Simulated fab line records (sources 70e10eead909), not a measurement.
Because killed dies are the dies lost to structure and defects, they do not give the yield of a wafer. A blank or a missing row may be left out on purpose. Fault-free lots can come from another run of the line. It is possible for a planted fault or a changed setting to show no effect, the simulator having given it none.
Which of the tools did it?	flow nand_harc	10 lots, 30 wafers sampled, at 2 steps of a route of 1302

## WHAT THE GAUGES READ, wafer by wafer
NHARC_A_SLIT_OVL_MEAS_10.
lot	measured	on	overlay_x_nm (nm)
L075	day 20 07:22	overlay-01	0.8 1.6 1.5
L076	day 21 01:08	overlay-02	0.7 0.4 0.1
L078	day 21 13:19	overlay-02	0.6 0.3 0.4
L081	day 22 21:43	overlay-01	0.8 0.0 0.4
L083	day 23 19:52	overlay-02	0.6 0.9 1.0
L084	day 24 05:53	overlay-02	-1.1 -1.7 -1.7
L087	day 25 14:38	overlay-02	-0.8 -0.3 -0.8
L092	day 27 04:27	overlay-01	-1.0 -0.6 0.0
L095	day 28 14:02	overlay-02	-0.9 -0.3 -0.2
L097	day 29 03:43	overlay-01	-0.2 0.1 -0.2

## TOOL THAT RAN EACH LOT (tool first, then ch and the chambers of the sampled wafers, then the start)
lot	NHARC_A_STAIRCASE_ETCHBACK_157
L075	rie_diel-12 ch 1,2, day 19 14:35
L076	rie_diel-08 ch 0,1,2, day 20 10:42
L078	rie_diel-12 ch 0,1,3, day 20 19:20
L081	rie_diel-11 ch 1,2,3, day 22 06:55
L083	rie_diel-12 ch 1,2, day 23 06:25
L084	rie_diel-08 ch 0,2, day 23 15:44
L087	rie_diel-08 ch 2,3, day 24 23:26
L092	rie_diel-08 ch 0,1, day 26 15:04
L095	rie_diel-11 ch 1,2,3, day 27 21:03
L097	rie_diel-12 ch 1,2,3, day 28 14:50
- NHARC_A_STAIRCASE_ETCHBACK_157: etches the open film in CH3F/O2, target depth 90 nm, time 167.14 s.

## THE ANSWER, worked out from the rows above alone
Rule: the lots themselves supply what counts as usual. Put in order of their means at a reading, lots are off if they are a third of the lots or fewer, leave a main group of 4 or more, and stand apart from it by a gap of 3 or more times the standard deviation of the main group's means; of several such gaps the widest counts. The tables above print the reading to a certain number of digits; a main group whose means all agree to those digits is not used. Also off: a lot with no number at a reading for which 4 or more lots have one. Where the step has rows for the other lots, those lots are counted as sound.
None of the lots is off at any reading shown; this tells nothing.

## WHAT WAS PUT IN BY THE SIMULATOR
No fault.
